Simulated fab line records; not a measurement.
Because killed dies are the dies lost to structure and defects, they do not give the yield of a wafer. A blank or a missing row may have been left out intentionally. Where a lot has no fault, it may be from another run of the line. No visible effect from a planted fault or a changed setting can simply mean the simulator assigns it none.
fab line records	flow n5-finfet
[record] lots = 24	wafers = 72	last-day = 18
route steps=1938 shown BEOL_M14@1749 BEOL_M15@1783 MIM_TOP@1836
lots untouched by any fault: they come from a run of this same line in which no faults occurred
start-h: hours from the record's opening day to when the first of the lot's shown wafers began	wait-h: time in hours since the lot's previous step	" the same as in the row above	L1.1+2: one row covering several wafers at once	- value missing, or start not given	* or withheld: withheld	< > ~ a bound
route shown NAME@n: names a module that has steps shown in the file, with the first one's number in the route	usual: mean/standard deviation of fault-free wafers	same: alike in all rows	chamber/n: place in a boat	sites: per-site readings	_std_site: the standard deviation of these	_edge_site: the outer-site mean with the inner-site mean subtracted	radius-mm: for every site, how far away it sits from the centre of the wafer	mask NAME#n: copy n	behind: the last tool/chamber to shape the wafer	hold: why the lot went on hold/how many hours it stayed there/how the hold came to an end	device: the n, p or np transistor that did not switch	end of line: the same wafers' tests at the end of the route	where a step has no rows: the recipe by itself	killed: dies that structure and defects cost at the first sort, which is not the same as the wafer's yield	map: a wafer's dies, x killed, . not, _ none there
set.NAME: setting as actually run; set.NAME@STEP: the setting as run at that earlier step	model.NAME: the simulator's own value behind a step, which no gauge read
steps of the route over a sample of lots; a table a step, a row a wafer
services: when a tool's chamber went out of use (start-h, in hours from the record's first day, below 0 if earlier), for how many hours, and the reason
[[steps]]
[step N5_BEOL_M14_DESCUM_33]
[recipe] chemistry = O2	time-s = 7.9	source-power-w = 50	bias-power-w = 20	pressure-mtorr = 20	rf-frequency-hz = 2.712e+07	temp-c = 40	o2-flow-sccm = 225
[usual] drypump-motor-current-A = 5.8/0.43	o2-flow-sccm = 225.0/0.61	oes-product-au = 0.84/0.059	rf-vpp-V = 243.2/1.2	showerhead-plenum-p-Torr = 2.09/0.057	throttle-valve-pct = 20.36/0.18
lot.wafer	tool	chamber	start-h	wait-h	drypump-motor-current-A	o2-flow-sccm	oes-product-au	rf-hours-counter-h	rf-vpp-V	showerhead-plenum-p-Torr	throttle-valve-pct
L076.1	rie-diel-06	2	238.59	0.0	5.5	224.3	0.94	11	245.2	2.14	20.25
L076.4	"	1	"	"	6.1	224.3	0.85	58	243.9	2.24	20.32
L076.6	"	2	"	"	5.6	225.6	0.94	-	243.1	2.14	20.25
L074.2	rie-diel-03	1	242.76	0.2	6.0	225.3	0.84	66	242.5	2.03	20.43
L074.3	"	2	"	"	5.3	224.8	0.86	50	244.0	2.12	20.42
L074.6	"	1	"	"	6.0	225.1	0.83	-	243.3	2.03	20.43
L077.2	rie-diel-03	0	251.52	0.0	5.9	225.3	0.89	41	244.0	2.13	20.51
L077.5	"	0	"	"	5.9	224.3	0.88	-	243.4	2.13	20.51
L077.6	"	3	"	"	5.7	224.0	0.91	-	241.0	2.04	20.04
L075.2	rie-diel-06	3	251.95	0.0	5.7	225.1	0.73	205	243.2	2.06	20.80
L075.5	"	1	"	"	6.0	225.6	0.86	-	246.7	2.23	20.32
L075.6	"	0	"	"	5.1	224.3	0.76	-	244.4	2.15	20.31
L078.1	rie-diel-03	1	256.11	0.0	6.0	225.6	0.83	70	243.7	2.03	20.43
L078.3	"	0	"	"	5.9	224.5	0.89	43	244.4	2.13	20.52
L078.5	"	0	"	"	5.9	224.5	0.88	-	243.4	2.13	20.53
L079.1	rie-diel-06	0	270.02	0.0	5.2	224.9	0.76	169	244.2	2.15	20.31
L079.2	"	3	"	"	5.7	225.3	0.73	212	242.5	2.06	20.78
L079.4	"	1	"	"	6.1	225.2	0.85	68	244.4	2.23	20.34
L080.1	rie-diel-01	1	279.18	0.0	6.4	225.5	0.81	108	243.4	2.09	20.03
L080.3	"	3	"	"	5.4	225.5	0.96	5	241.6	2.06	20.28
L080.4	"	2	"	"	5.3	224.6	0.90	20	243.3	2.04	20.24
L082.2	rie-diel-03	2	289.11	0.5	5.3	225.2	0.84	66	243.2	2.12	20.45
L082.4	"	2	"	"	5.4	226.3	0.83	-	243.8	2.12	20.44
L082.6	"	3	"	"	5.7	224.1	0.87	-	241.9	2.04	20.06
L081.1	rie-diel-03	2	293.36	0.3	5.3	225.1	0.83	69	243.0	2.12	20.46
L081.3	"	0	"	"	5.9	224.6	0.86	54	244.2	2.13	20.54
L081.5	"	1	"	"	6.0	224.6	0.79	-	241.3	2.03	20.44
L084.3	rie-diel-03	3	304.07	0.1	5.8	225.0	0.87	51	242.6	2.03	20.07
L084.4	"	1	"	"	6.0	225.5	0.81	87	240.6	2.03	20.44
L084.5	"	3	"	"	5.7	225.8	0.89	-	241.4	2.03	20.09
L083.1	rie-diel-06	2	306.51	0.0	5.6	225.3	0.89	38	243.4	2.13	20.28
L083.5	"	3	"	"	5.7	225.4	0.72	-	243.4	2.06	20.82
L083.6	"	2	"	"	5.6	225.8	0.88	-	243.0	2.13	20.28
L086.1	rie-diel-01	1	312.10	0.1	6.4	224.6	0.81	114	241.7	2.09	20.07
L086.2	"	2	"	"	5.3	226.1	0.89	26	242.1	2.04	20.23
L086.5	"	2	"	"	5.3	225.6	0.90	-	242.1	2.04	20.26
L085.1	rie-diel-03	1	319.05	0.2	6.0	224.9	0.79	92	240.3	2.02	20.48
L085.4	"	3	"	"	5.7	225.9	0.85	56	242.5	2.03	20.09
L085.5	"	2	"	"	5.3	224.9	0.81	-	242.0	2.11	20.45
L088.2	rie-diel-01	2	321.84	0.5	5.3	225.2	0.89	29	241.6	2.04	20.25
L088.3	"	0	"	"	6.7	225.3	0.86	45	242.8	2.14	20.33
L088.5	"	1	"	"	6.4	225.0	0.79	-	243.9	2.09	20.05
L087.3	rie-diel-01	1	322.99	0.1	6.5	225.1	0.80	118	243.5	2.09	20.05
L087.4	"	3	"	"	5.5	224.4	0.93	15	243.9	2.06	20.29
L087.6	"	1	"	"	6.4	224.9	0.80	-	245.3	2.09	20.05
L089.1	rie-diel-01	3	336.89	0.8	5.5	224.7	0.92	22	243.2	2.05	20.30
L089.2	"	0	"	"	6.7	225.6	0.86	52	244.6	2.14	20.34
L089.4	"	1	"	"	6.4	224.3	0.80	123	242.9	2.09	20.05
L090.3	rie-diel-01	1	352.70	0.0	6.4	224.7	0.79	127	243.0	2.09	20.06
L090.4	"	2	"	"	5.3	224.4	0.86	39	243.1	2.03	20.26
L090.6	"	2	"	"	5.3	225.1	0.86	-	241.6	2.03	20.27
L091.1	rie-diel-06	2	352.95	0.0	5.5	224.3	0.87	52	244.4	2.12	20.30
L091.3	"	1	"	"	6.0	224.7	0.81	96	244.2	2.22	20.38
L091.4	"	0	"	"	5.1	225.1	0.73	-	242.5	2.14	20.37
L092.2	rie-diel-06	2	356.86	0.2	5.5	224.5	0.87	54	242.8	2.12	20.33
L092.4	"	3	"	"	5.7	224.8	0.72	240	243.0	2.05	20.85
L092.6	"	2	"	"	5.5	225.3	0.87	-	243.2	2.12	20.30
L093.2	rie-diel-03	1	369.07	0.0	6.0	223.8	0.78	110	242.0	2.02	20.49
L093.5	"	1	"	"	6.0	224.5	0.78	-	242.7	2.02	20.51
L093.6	"	2	"	"	5.3	224.8	0.81	-	244.2	2.11	20.48
L096.2	rie-diel-06	0	375.06	0.0	5.2	225.5	0.73	205	243.8	2.14	20.37
L096.3	"	2	"	"	5.5	226.6	0.86	61	243.8	2.12	20.31
L096.4	"	3	"	"	5.6	225.6	0.70	247	243.0	2.05	20.85
L094.1	rie-diel-03	3	379.58	0.0	5.7	224.5	0.84	75	241.8	2.03	20.12
L094.4	"	1	"	"	6.0	224.3	0.78	112	242.1	2.02	20.49
L094.6	"	3	"	"	5.7	223.8	0.84	-	242.7	2.03	20.13
L095.1	rie-diel-01	1	382.23	0.2	6.4	224.9	0.78	136	244.1	2.08	20.08
L095.3	"	3	"	"	5.5	225.4	0.91	34	243.1	2.05	20.32
L095.4	"	2	"	"	5.3	225.3	0.87	48	240.8	2.03	20.29
L097.1	rie-diel-03	1	396.98	0.0	6.0	224.8	0.77	119	242.2	2.01	20.51
L097.2	"	0	"	"	5.9	226.4	0.81	90	243.4	2.11	20.60
L097.6	"	3	"	"	5.7	224.4	0.83	-	242.4	2.02	20.10
[step N5_BEOL_M14_SPUTTER_45]
[recipe] material = Cu	target-thk-a = 1000	temp-c = -20	bias-v = 60	power-w = 26000	chamber-pressure-pa = 0.13	time-s = 16.67
[usual] susceptor-temp-C = -20.01/0.11	throttle-valve-pct = 29.8/0.94
lot.wafer	tool	chamber	start-h	wait-h	susceptor-temp-C	throttle-valve-pct
L076.1	pvd-sputter-02	-	243.15	0.0	-19.84	29.1
L076.4	"	-	"	"	-20.00	29.1
L076.6	"	-	"	"	-20.13	28.6
L074.2	pvd-sputter-01	-	246.58	0.0	-19.94	30.0
L074.3	"	-	"	"	-19.95	31.2
L074.6	"	-	"	"	-19.89	29.5
L077.2	pvd-sputter-01	-	258.15	0.0	-19.97	29.3
L077.5	"	-	"	"	-19.98	30.2
L077.6	"	-	"	"	-20.08	29.6
L075.2	pvd-sputter-01	-	258.59	0.0	-20.08	30.4
L075.5	"	-	"	"	-19.97	29.5
L075.6	"	-	"	"	-20.09	30.1
L078.1	pvd-sputter-03	-	258.93	0.0	-19.77	29.8
L078.3	"	-	"	"	-19.99	31.0
L078.5	"	-	"	"	-19.77	29.5
L079.1	pvd-sputter-02	-	274.60	0.0	-20.03	29.4
L079.2	"	-	"	"	-20.09	28.7
L079.4	"	-	"	"	-20.13	29.3
L080.1	pvd-sputter-03	-	281.17	0.0	-20.03	29.6
L080.3	"	-	"	"	-20.00	28.7
L080.4	"	-	"	"	-20.09	30.6
L082.2	pvd-sputter-02	-	292.89	0.0	-19.95	29.5
L082.4	"	-	"	"	-20.05	28.7
L082.6	"	-	"	"	-20.04	28.8
L081.1	pvd-sputter-03	-	295.57	0.0	-19.94	31.7
L081.3	"	-	"	"	-20.15	28.3
L081.5	"	-	"	"	-20.00	29.8
L084.3	pvd-sputter-02	-	308.04	0.0	-20.01	29.5
L084.4	"	-	"	"	-20.08	28.9
L084.5	"	-	"	"	-19.94	29.0
L083.1	pvd-sputter-02	-	308.93	0.0	-20.06	28.7
L083.5	"	-	"	"	-19.97	29.5
L083.6	"	-	"	"	-20.02	29.1
L086.1	pvd-sputter-02	-	316.23	0.0	-19.87	29.2
L086.2	"	-	"	"	-19.88	29.5
L086.5	"	-	"	"	-19.95	28.9
L085.1	pvd-sputter-01	-	321.03	0.0	-19.74	29.4
L085.4	"	-	"	"	-20.10	30.1
L085.5	"	-	"	"	-20.10	30.3
L088.2	pvd-sputter-01	-	325.69	0.0	-19.83	31.3
L088.3	"	-	"	"	-19.82	30.1
L088.5	"	-	"	"	-19.91	31.5
L087.3	pvd-sputter-03	-	326.03	0.0	-20.01	31.9
L087.4	"	-	"	"	-20.05	29.7
L087.6	"	-	"	"	-19.99	31.7
L089.1	pvd-sputter-01	-	341.50	0.0	-20.08	30.0
L089.2	"	-	"	"	-20.18	30.3
L089.4	"	-	"	"	-19.89	31.5
L090.3	pvd-sputter-01	-	354.77	0.0	-20.01	29.7
L090.4	"	-	"	"	-19.99	30.4
L090.6	"	-	"	"	-20.13	30.5
L091.1	pvd-sputter-02	-	354.79	0.0	-19.83	29.1
L091.3	"	-	"	"	-20.13	28.8
L091.4	"	-	"	"	-19.93	29.4
L092.2	pvd-sputter-02	-	361.11	0.0	-19.88	29.5
L092.4	"	-	"	"	-20.08	29.3
L092.6	"	-	"	"	-20.04	28.5
L093.2	pvd-sputter-01	-	373.00	0.0	-19.97	30.2
L093.5	"	-	"	"	-20.07	31.4
L093.6	"	-	"	"	-19.99	30.4
L096.2	pvd-sputter-03	-	378.34	0.0	-19.93	29.7
L096.3	"	-	"	"	-19.86	31.8
L096.4	"	-	"	"	-20.12	30.6
L094.1	pvd-sputter-01	-	383.17	0.0	-20.08	30.0
L094.4	"	-	"	"	-20.02	31.5
L094.6	"	-	"	"	-20.19	30.2
L095.1	pvd-sputter-03	-	383.74	0.0	-19.93	30.5
L095.3	"	-	"	"	-19.91	31.5
L095.4	"	-	"	"	-19.94	30.0
L097.1	pvd-sputter-02	-	399.17	0.0	-20.01	29.0
L097.2	"	-	"	"	-19.89	29.3
L097.6	"	-	"	"	-19.91	29.6
[step N5_BEOL_M15_CD_MEAS_10]
[recipe] target-cd-nm = 360	landing-energy-ev = 500	detector = se-inlens	polarity = opening
[usual] cd-nm = 360.4/1.6
lot.wafer	tool	chamber	start-h	wait-h	cd-nm
L076.1	cd-sem-02	0	244.92	-	362.6
L076.4	"	0	"	"	359.5
L076.6	"	0	"	"	360.2
L074.2	cd-sem-02	0	248.36	-	359.9
L074.3	"	0	"	"	360.3
L074.6	"	0	"	"	361.4
L077.2	cd-sem-02	0	260.36	-	360.3
L077.5	"	0	"	"	359.9
L077.6	"	0	"	"	359.1
L075.2	cd-sem-01	0	260.39	-	360.2
L075.5	"	0	"	"	360.0
L075.6	"	0	"	"	360.5
L078.1	cd-sem-03	0	260.57	-	358.7
L078.3	"	0	"	"	359.8
L078.5	"	0	"	"	361.0
L079.1	cd-sem-03	0	276.25	-	360.8
L079.2	"	0	"	"	361.5
L079.4	"	0	"	"	361.2
L080.1	cd-sem-01	0	282.82	-	362.7
L080.3	"	0	"	"	361.3
L080.4	"	0	"	"	361.0
L082.2	cd-sem-01	0	294.63	-	358.8
L082.4	"	0	"	"	360.5
L082.6	"	0	"	"	357.6
L081.1	cd-sem-01	0	297.34	-	360.9
L081.3	"	0	"	"	361.0
L081.5	"	0	"	"	362.8
L084.3	cd-sem-01	0	309.80	-	359.2
L084.4	"	0	"	"	358.8
L084.5	"	0	"	"	359.4
L083.1	cd-sem-02	0	310.88	-	358.5
L083.5	"	0	"	"	359.9
L083.6	"	0	"	"	359.5
L086.1	cd-sem-02	0	318.34	-	363.1
L086.2	"	0	"	"	361.2
L086.5	"	0	"	"	361.0
L085.1	cd-sem-01	0	322.80	-	361.8
L085.4	"	0	"	"	362.1
L085.5	"	0	"	"	361.5
L088.2	cd-sem-03	0	327.33	-	359.6
L088.3	"	0	"	"	360.6
L088.5	"	0	"	"	361.4
L087.3	cd-sem-03	0	328.03	-	360.0
L087.4	"	0	"	"	362.0
L087.6	"	0	"	"	361.8
L089.1	cd-sem-02	0	343.14	-	359.3
L089.2	"	0	"	"	357.9
L089.4	"	0	"	"	359.0
L090.3	cd-sem-02	0	356.42	-	360.0
L090.4	"	0	"	"	360.0
L090.6	"	0	"	"	358.6
L091.1	cd-sem-02	0	356.69	-	364.1
L091.3	"	0	"	"	363.9
L091.4	"	0	"	"	364.9
L092.2	cd-sem-01	0	362.98	-	361.3
L092.4	"	0	"	"	364.0
L092.6	"	0	"	"	361.7
L093.2	cd-sem-03	0	374.77	-	359.2
L093.5	"	0	"	"	359.7
L093.6	"	0	"	"	360.8
L096.2	cd-sem-02	0	380.26	-	359.4
L096.3	"	0	"	"	360.5
L096.4	"	0	"	"	362.5
L094.1	cd-sem-02	0	384.97	-	357.4
L094.4	"	0	"	"	358.4
L094.6	"	0	"	"	358.9
L095.1	cd-sem-02	0	385.78	-	360.3
L095.3	"	0	"	"	358.3
L095.4	"	0	"	"	361.9
L097.1	cd-sem-01	0	401.00	-	361.4
L097.2	"	0	"	"	358.9
L097.6	"	0	"	"	361.3
[step N5_BEOL_M15_DEGAS_41]
[recipe] ambient = vacuum	temp-c = 300	time-s = 60
[usual] heater-power-w = 469/36	susceptor-temp-C = 299.98/0.21
lot.wafer	tool	chamber	start-h	wait-h	heater-power-w	susceptor-temp-C
L076.1	pvd-sputter-01	-	248.29	0.3	507	300.35
L076.4	"	-	"	"	439	300.02
L076.6	"	-	"	"	445	300.25
L074.2	pvd-sputter-01	-	253.49	0.5	421	299.99
L074.3	"	-	"	"	506	300.29
L074.6	"	-	"	"	488	300.25
L077.2	pvd-sputter-02	-	265.21	0.5	524	299.98
L077.5	"	-	"	"	521	299.58
L077.6	"	-	"	"	471	299.81
L075.2	pvd-sputter-02	-	265.96	0.1	462	299.83
L075.5	"	-	"	"	455	300.34
L075.6	"	-	"	"	516	300.00
L078.1	pvd-sputter-01	-	266.65	0.3	439	299.91
L078.3	"	-	"	"	403	300.18
L078.5	"	-	"	"	414	300.31
L079.1	pvd-sputter-01	-	280.96	0.4	502	300.03
L079.2	"	-	"	"	414	299.94
L079.4	"	-	"	"	548	299.74
L080.1	pvd-sputter-02	-	288.97	0.5	501	299.93
L080.3	"	-	"	"	454	300.12
L080.4	"	-	"	"	441	299.92
L082.2	pvd-sputter-01	-	297.74	0.2	505	300.14
L082.4	"	-	"	"	406	299.65
L082.6	"	-	"	"	493	300.07
L081.1	pvd-sputter-02	-	299.99	0.2	467	299.79
L081.3	"	-	"	"	513	299.77
L081.5	"	-	"	"	470	299.87
L084.3	pvd-sputter-02	-	316.49	0.4	470	300.14
L084.4	"	-	"	"	439	300.24
L084.5	"	-	"	"	461	300.26
L083.1	pvd-sputter-03	-	318.57	0.1	464	299.88
L083.5	"	-	"	"	436	300.00
L083.6	"	-	"	"	440	300.16
L086.1	pvd-sputter-02	-	321.12	0.3	507	299.94
L086.2	"	-	"	"	461	299.91
L086.5	"	-	"	"	436	300.01
L085.1	pvd-sputter-02	-	325.70	0.3	507	300.06
L085.4	"	-	"	"	461	299.56
L085.5	"	-	"	"	470	299.65
L088.2	pvd-sputter-03	-	332.90	0.2	436	300.10
L088.3	"	-	"	"	493	299.62
L088.5	"	-	"	"	495	299.88
L087.3	pvd-sputter-01	-	333.25	0.3	500	300.13
L087.4	"	-	"	"	441	299.91
L087.6	"	-	"	"	486	300.15
L089.1	pvd-sputter-02	-	348.83	0.2	522	300.25
L089.2	"	-	"	"	445	299.59
L089.4	"	-	"	"	471	299.82
L090.3	pvd-sputter-02	-	360.43	0.2	512	300.16
L090.4	"	-	"	"	466	299.90
L090.6	"	-	"	"	462	300.15
L091.1	pvd-sputter-03	-	360.54	0.3	441	300.02
L091.3	"	-	"	"	490	299.93
L091.4	"	-	"	"	451	300.19
L092.2	pvd-sputter-02	-	366.47	0.1	519	300.65
L092.4	"	-	"	"	429	300.06
L092.6	"	-	"	"	430	299.87
L093.2	pvd-sputter-03	-	377.70	0.3	496	299.63
L093.5	"	-	"	"	466	299.83
L093.6	"	-	"	"	504	300.15
L096.2	pvd-sputter-02	-	382.87	0.4	459	300.23
L096.3	"	-	"	"	466	299.91
L096.4	"	-	"	"	524	299.84
L094.1	pvd-sputter-02	-	387.44	0.0	449	299.62
L094.4	"	-	"	"	515	299.79
L094.6	"	-	"	"	455	299.74
L095.1	pvd-sputter-02	-	388.31	0.1	435	299.88
L095.3	"	-	"	"	516	299.91
L095.4	"	-	"	"	467	300.10
L097.1	pvd-sputter-02	-	404.33	0.5	432	299.82
L097.2	"	-	"	"	462	299.94
L097.6	"	-	"	"	522	300.26
[step N5_MIM_TOP_ALD_02]
[recipe] material = Al2O3	target-thk-a = *	temp-c = withheld	ald-precursor-family = TMA	ald-co-reactant = O3	pulse-time-s = withheld	purge-time-s = 3	co-reactant-purge-time-s = withheld	co-reactant-pulse-time-s = 3	ald-cycles = withheld
[usual] precursor-pulse-height-rel = 0.999/0.019
lot.wafer	tool	chamber	start-h	wait-h	precursor-pulse-height-rel
L076.1	ald-hk-03	1	-	-	0.958
L076.4	"	2	"	"	0.964
L076.6	"	1	"	"	1.016
L074.2	ald-hk-03	0	-	-	1.006
L074.3	"	3	"	"	0.978
L074.6	"	0	"	"	0.997
L077.2	ald-hk-02	3	-	-	1.002
L077.5	"	3	"	"	0.992
L077.6	"	2	"	"	1.001
L075.2	ald-hk-03	2	-	-	0.977
L075.5	"	2	"	"	1.017
L075.6	"	3	"	"	1.014
L078.1	ald-hk-02	0	-	-	0.978
L078.3	"	3	"	"	1.018
L078.5	"	0	"	"	1.006
L079.1	ald-hk-03	2	-	-	1.009
L079.2	"	0	"	"	1.022
L079.4	"	3	"	"	1.028
L080.1	ald-hk-03	3	-	-	1.015
L080.3	"	0	"	"	0.994
L080.4	"	1	"	"	0.994
L082.2	ald-hk-03	2	-	-	1.007
L082.4	"	0	"	"	0.969
L082.6	"	2	"	"	1.016
L081.1	ald-hk-03	1	-	-	0.997
L081.3	"	0	"	"	0.972
L081.5	"	2	"	"	0.999
L084.3	ald-hk-01	1	-	-	0.995
L084.4	"	3	"	"	1.022
L084.5	"	0	"	"	0.990
L083.1	ald-hk-02	1	-	-	1.030
L083.5	"	2	"	"	1.006
L083.6	"	3	"	"	1.013
L086.1	ald-hk-02	1	-	-	1.034
L086.2	"	2	"	"	1.007
L086.5	"	2	"	"	0.982
L085.1	ald-hk-03	2	-	-	1.012
L085.4	"	1	"	"	1.014
L085.5	"	2	"	"	0.991
L088.2	ald-hk-02	3	-	-	0.983
L088.3	"	2	"	"	0.953
L088.5	"	3	"	"	1.009
L087.3	ald-hk-01	0	-	-	0.991
L087.4	"	1	"	"	1.017
L087.6	"	3	"	"	1.003
L089.1	ald-hk-01	0	-	-	0.964
L089.2	"	1	"	"	1.009
L089.4	"	3	"	"	0.998
L090.3	ald-hk-03	3	-	-	0.996
L090.4	"	0	"	"	1.006
L090.6	"	3	"	"	0.995
L091.1	ald-hk-01	1	-	-	1.001
L091.3	"	2	"	"	0.990
L091.4	"	3	"	"	0.995
L092.2	ald-hk-03	2	-	-	0.989
L092.4	"	1	"	"	1.005
L092.6	"	1	"	"	0.993
L093.2	ald-hk-03	3	-	-	1.018
L093.5	"	1	"	"	1.004
L093.6	"	2	"	"	1.034
L096.2	ald-hk-03	3	-	-	0.998
L096.3	"	2	"	"	0.988
L096.4	"	1	"	"	1.031
L094.1	ald-hk-01	1	-	-	1.039
L094.4	"	0	"	"	0.972
L094.6	"	1	"	"	1.014
L095.1	ald-hk-02	2	-	-	0.968
L095.3	"	0	"	"	1.025
L095.4	"	1	"	"	1.009
L097.1	ald-hk-01	0	-	-	1.000
L097.2	"	2	"	"	0.996
L097.6	"	0	"	"	0.973
[step N5_MIM_TOP_SPUTTER_03]
[recipe] material = TiN	target-thk-a = 350	temp-c = 200	power-w = 3000	chamber-pressure-pa = 0.49996	gas = Ar	reactive-partial-pa = 0.37997	time-s = 89.7
[usual] susceptor-temp-C = 200.03/0.16	throttle-valve-pct = 29.6/0.84
lot.wafer	tool	chamber	start-h	wait-h	susceptor-temp-C	throttle-valve-pct
L076.1	pvd-sputter-03	-	253.24	0.0	199.91	32.0
L076.4	"	-	"	"	199.68	29.8
L076.6	"	-	"	"	200.15	28.5
L074.2	pvd-sputter-02	-	257.95	0.0	200.04	28.6
L074.3	"	-	"	"	199.78	29.4
L074.6	"	-	"	"	200.10	29.2
L077.2	pvd-sputter-02	-	270.16	0.0	199.94	29.3
L077.5	"	-	"	"	199.89	29.4
L077.6	"	-	"	"	199.90	28.9
L078.1	pvd-sputter-02	-	273.38	0.0	200.20	28.5
L078.3	"	-	"	"	200.24	29.5
L078.5	"	-	"	"	200.25	29.2
L075.2	pvd-sputter-02	-	273.52	0.0	200.27	28.6
L075.5	"	-	"	"	200.00	28.9
L075.6	"	-	"	"	200.02	29.5
L079.1	pvd-sputter-02	-	286.23	0.0	200.09	29.3
L079.2	"	-	"	"	200.26	29.4
L079.4	"	-	"	"	200.03	28.6
L080.1	pvd-sputter-02	-	293.17	0.0	200.16	29.5
L080.3	"	-	"	"	200.07	28.4
L080.4	"	-	"	"	200.01	29.8
L082.2	pvd-sputter-02	-	303.10	0.0	200.01	29.1
L082.4	"	-	"	"	199.73	29.3
L082.6	"	-	"	"	200.09	29.2
L081.1	pvd-sputter-03	-	303.98	0.0	200.03	29.6
L081.3	"	-	"	"	200.14	31.8
L081.5	"	-	"	"	200.09	30.6
L084.3	pvd-sputter-02	-	320.38	0.0	200.23	29.3
L084.4	"	-	"	"	199.93	29.6
L084.5	"	-	"	"	200.16	29.1
L083.1	pvd-sputter-03	-	324.85	0.0	200.28	29.6
L083.5	"	-	"	"	200.18	31.9
L083.6	"	-	"	"	199.89	30.5
L086.1	pvd-sputter-03	-	326.47	0.0	200.00	31.7
L086.2	"	-	"	"	200.01	30.5
L086.5	"	-	"	"	199.98	31.7
L085.1	pvd-sputter-02	-	329.00	0.0	200.07	29.5
L085.4	"	-	"	"	199.97	29.1
L085.5	"	-	"	"	199.98	29.3
L088.2	pvd-sputter-02	-	336.84	0.0	200.15	28.4
L088.3	"	-	"	"	199.97	29.6
L088.5	"	-	"	"	199.95	29.5
L087.3	pvd-sputter-02	-	337.17	0.0	200.28	29.4
L087.4	"	-	"	"	200.07	29.1
L087.6	"	-	"	"	200.28	28.8
L089.1	pvd-sputter-02	-	354.27	0.0	200.36	28.5
L089.2	"	-	"	"	200.22	29.1
L089.4	"	-	"	"	200.13	29.1
L090.3	pvd-sputter-02	-	364.17	0.0	200.18	28.9
L090.4	"	-	"	"	199.91	29.3
L090.6	"	-	"	"	200.09	29.2
L091.1	pvd-sputter-01	-	364.53	0.0	199.95	29.9
L091.3	"	-	"	"	200.09	29.5
L091.4	"	-	"	"	200.18	31.2
L092.2	pvd-sputter-01	-	371.48	0.0	199.76	29.4
L092.4	"	-	"	"	199.95	31.4
L092.6	"	-	"	"	200.10	31.3
L093.2	pvd-sputter-01	-	382.41	0.0	199.91	30.2
L093.5	"	-	"	"	200.01	29.6
L093.6	"	-	"	"	199.74	30.1
L096.2	pvd-sputter-01	-	387.93	0.0	200.16	29.4
L096.3	"	-	"	"	200.18	31.4
L096.4	"	-	"	"	200.00	30.5
L094.1	pvd-sputter-02	-	393.19	0.0	199.86	29.6
L094.4	"	-	"	"	199.84	28.8
L094.6	"	-	"	"	199.88	29.4
L095.1	pvd-sputter-02	-	393.31	0.0	199.61	29.5
L095.3	"	-	"	"	199.97	29.0
L095.4	"	-	"	"	199.69	28.6
L097.1	pvd-sputter-01	-	408.70	0.0	199.98	30.2
L097.2	"	-	"	"	199.78	31.6
L097.6	"	-	"	"	200.01	30.2
[[services]]
tool	chamber	start-h	hours	kind
rie-diel-03	-	221.21	0.3	repair
ald-hk-01	-	237.84	0.5	repair
ald-hk-03	-	240.53	0.4	repair
rie-diel-01	3	247.96	-	clean
rie-diel-01	3	247.96	-	consumable-replace:focus-ring
rie-diel-01	3	247.96	16.2	scheduled-down
rie-diel-01	3	247.96	16.2	vent-cycle
ald-hk-03	-	247.97	4.3	pm
rie-diel-03	1	267.61	8.5	repair
ald-hk-02	-	278.10	4.3	pm
rie-diel-01	-	282.13	15.6	pm
rie-diel-03	0	288.61	3.7	repair
pvd-sputter-01	-	310.44	9.1	repair
rie-diel-06	-	319.09	2.8	pm
ald-hk-03	-	334.20	2.8	pm
pvd-sputter-03	-	336.33	4.2	repair
rie-diel-06	3	347.85	6.3	repair
rie-diel-03	1	374.86	2.7	repair
rie-diel-06	3	383.39	-	clean
rie-diel-06	3	383.39	-	consumable-replace:focus-ring
rie-diel-06	3	383.39	14.8	scheduled-down
rie-diel-06	3	383.39	14.8	vent-cycle
rie-diel-01	-	401.83	3.2	repair
ald-hk-02	-	405.54	14.6	pm
[[key]]
fault none
